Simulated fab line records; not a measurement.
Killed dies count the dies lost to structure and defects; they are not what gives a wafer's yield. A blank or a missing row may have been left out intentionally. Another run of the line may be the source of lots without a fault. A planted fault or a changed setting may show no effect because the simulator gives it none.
One fault seen from 2 desks + flow n5 finfet + each desk has only its own numbers; what lay behind them comes last

METROLOGY DESK
What the gauges read, lot by lot, whatever tool the lot ran on: means of the sampled wafers that have a number. If a lot's mean is further than 4 standard deviations from the usual mean, the lot is out of limits and carries the mark OUT (the distance appears in the brackets). 7 of its 11 readings are shown, namely those furthest out on some lot.
Columns: A = cd nm at N5_MOL_CONTACT_COAG_CD_MEAS_137, usual 15.99 nm; B = DIBL_N at N5_BEOL_M4_RC_MEAS_101, usual 36.2 mV/V; C = DIBL_P at N5_BEOL_M4_RC_MEAS_101, usual 36.3 mV/V; D = IOFF_P at N5_BEOL_M4_RC_MEAS_101, usual 0.210 nA/um; E = ION_P at N5_BEOL_M4_RC_MEAS_101, usual 465 uA/um; F = SS_N at N5_BEOL_M4_RC_MEAS_101, usual 71.4 mV/dec; G = VT_P at N5_BEOL_M4_RC_MEAS_101, usual -250 mV
| lot  | first seen here | A     | B    | C    | D     | E   | F    | G    |
|------|-----------------|-------|------|------|-------|-----|------|------|
| L949 | day 6 01:41     | 16.20 | 34.4 | 34.7 | 0.189 | 464 | 70.5 | -251 |
| L951 | day 6 19:35     | 16.28 | 37.0 | 36.4 | 0.187 | 460 | 71.3 | -252 |
| L958 | day 8 13:17     | 15.61 | 36.4 | 36.5 | 0.204 | 464 | 71.8 | -251 |
| L963 | day 9 07:56     | 15.90 | 37.9 | 36.1 | 0.174 | 457 | 71.3 | -255 |
| L965 | day 10 00:13    | 16.09 | 35.1 | 36.0 | 0.213 | 469 | 71.1 | -248 |
| L966 | day 10 05:03    | 15.70 | 35.2 | 35.9 | 0.171 | 457 | 71.1 | -253 |
| L967 | day 10 10:37    | 15.92 | 37.4 | 36.6 | 0.209 | 463 | 71.5 | -249 |
| L968 | day 10 21:22    | 16.22 | 37.0 | 36.7 | 0.215 | 466 | 71.4 | -251 |
Result from this desk: across the 8 lots, nothing is out of limits.

AT THE TOOL OWNER'S DESK: rie diel-04
The tool's own readings at N5_MOL_CONTACT_COAG_ETCH_91 (etches SOC in N2/H2, target depth 60 nm, overetch 21 nm, time 101.2 s): means of the sampled wafers that have a number, for each lot that ran on this tool. If a lot's mean is further than 4 standard deviations from the usual mean, the lot is out of limits and carries the mark OUT (the distance appears in the brackets).
Columns: A = drypump motor current A at N5_MOL_CONTACT_COAG_ETCH_91, usual 5.5 A; B = oes product au at N5_MOL_CONTACT_COAG_ETCH_91, usual 0.68 a.u.; C = rf vpp V at N5_MOL_CONTACT_COAG_ETCH_91, usual 524.9 V; D = showerhead plenum p Torr at N5_MOL_CONTACT_COAG_ETCH_91, usual 2.58 Torr; E = throttle valve pct at N5_MOL_CONTACT_COAG_ETCH_91, usual 17.80 %
| lot  | first seen here | A   | B    | C     | D    | E     |
|------|-----------------|-----|------|-------|------|-------|
| L958 | day 8 12:49     | 5.6 | 0.73 | 523.6 | 2.53 | 17.82 |
| L965 | day 9 23:45     | 5.6 | 0.66 | 524.3 | 2.55 | 17.81 |
| L966 | day 10 04:27    | 5.5 | 0.70 | 524.3 | 2.57 | 17.80 |
Result from this desk: across the 3 lots, nothing is out of limits.

TAKEN TOGETHER
The metrology desk saw nothing out of limits.
The desk of the tool owner found nothing out of limits.

WHAT THE SIMULATOR HAD INSERTED
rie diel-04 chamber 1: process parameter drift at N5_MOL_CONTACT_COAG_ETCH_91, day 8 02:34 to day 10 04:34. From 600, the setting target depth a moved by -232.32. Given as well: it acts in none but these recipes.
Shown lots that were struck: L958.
